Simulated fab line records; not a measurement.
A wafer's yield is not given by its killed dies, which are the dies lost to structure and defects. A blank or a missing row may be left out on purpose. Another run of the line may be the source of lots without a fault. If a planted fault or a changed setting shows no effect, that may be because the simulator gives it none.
Struck lot and sound lot, side by side | flow n5_finfet | 21 out of 1938 route steps
Sound: wafers L853.1, L853.4, L853.6. Struck: wafer L842.6. (L842.2, L842.5 of the same lot were not struck and are left out.) The cause comes at the end.
Each step with rows lists, per side, the tool, then ch with its chambers, then its first start. Under that, the readings that differ: sound wafers | struck wafers | difference of the means | sigmas: that difference in standard deviations of wafers without a fault.
alike: readings whose means differ by less than 2 such deviations, and words and numbers that are the same on both sides. not compared: withheld readings, readings that some wafer has no value for, bounds like >300 that may hide the same value, and numbers for which the record gives no deviation and whose values overlap.
A row with sigmas, a row that says differs or no value, or rows on one side alone: a step with any of these is where the two part. Non-overlapping numbers with no deviation appear without sigmas and do not part them. A reading missing from all wafers of one side parts the sides only when that side holds two or more wafers.

first, 9 steps without rows for these wafers: N5_BEOL_M10_EXPOSE_08 (exposes mask M10); N5_BEOL_M10_PEB_09 (peb time 60 s); N5_BEOL_M10_DEVELOP_10 (develop time 30 s); N5_BEOL_M10_DESCUM_16 (chemistry O2, time 7.9 s); N5_BEOL_M10_ETCH_61 (etches SiARC in CF4, target depth 39 nm, time 65 s); N5_BEOL_M10_ETCH_62 (etches SOC in N2/H2, target depth 110 nm, overetch 22 nm, time 165 s); N5_BEOL_M10_STRIP_68 (strips in N2/H2); N5_BEOL_M10_STRIP_67 (strips in CF4); N5_BEOL_M10_HM_OPEN_17 (chemistry Cl2/BCl3, target TiN, target depth 20 nm, overetch 6 nm).
N5_BEOL_M10_STRIP_19: strips in O2.
  sound on rie_diel-05 ch 2,3, day 17 10:43; struck on rie_diel-05 ch 2, day 14 00:57
  alike: drypump_motor_current_A, o2_flow_sccm, oes_product_au, rf_vpp_V, showerhead_plenum_p_Torr, throttle_valve_pct
  not compared: rf_hours_counter_h
then, 8 steps without rows for these wafers: N5_BEOL_M10_COAT_63 (time 60 s, resist thk 100 nm); N5_BEOL_M10_COAT_64 (time 60 s, resist thk 30 nm); N5_BEOL_M10_COAT_22 (resist thk 90 nm); N5_BEOL_M10_EBR_24; N5_BEOL_M10_SOFTBAKE_23 (time 60 s); N5_BEOL_M10_EXPOSE_25 (exposes mask V9); N5_BEOL_M10_PEB_26 (peb time 60 s); N5_BEOL_M10_DEVELOP_27 (develop time 30 s).
N5_BEOL_M10_INSPECT_30: inspects for defects (brightfield).
  sound on defect_inspect-02, day 17 14:52; struck on defect_inspect-02, day 14 03:56
  reading          | sound       | struck | difference | sigmas
  raw_defect_count | 460 424 405 | 910    | +480       | +5
then, 1 step without rows for these wafers: N5_BEOL_M10_DESCUM_33 (chemistry O2, time 7.9 s).
N5_PASSIVATION_PROBE_49:
  record: rows for the struck wafers here (prober-01, day 16 03:41), none for the sound ones

WHERE THEY PART
First at N5_BEOL_M10_INSPECT_30; last, within this record, at N5_PASSIVATION_PROBE_49.

WHY: what the simulator had put in
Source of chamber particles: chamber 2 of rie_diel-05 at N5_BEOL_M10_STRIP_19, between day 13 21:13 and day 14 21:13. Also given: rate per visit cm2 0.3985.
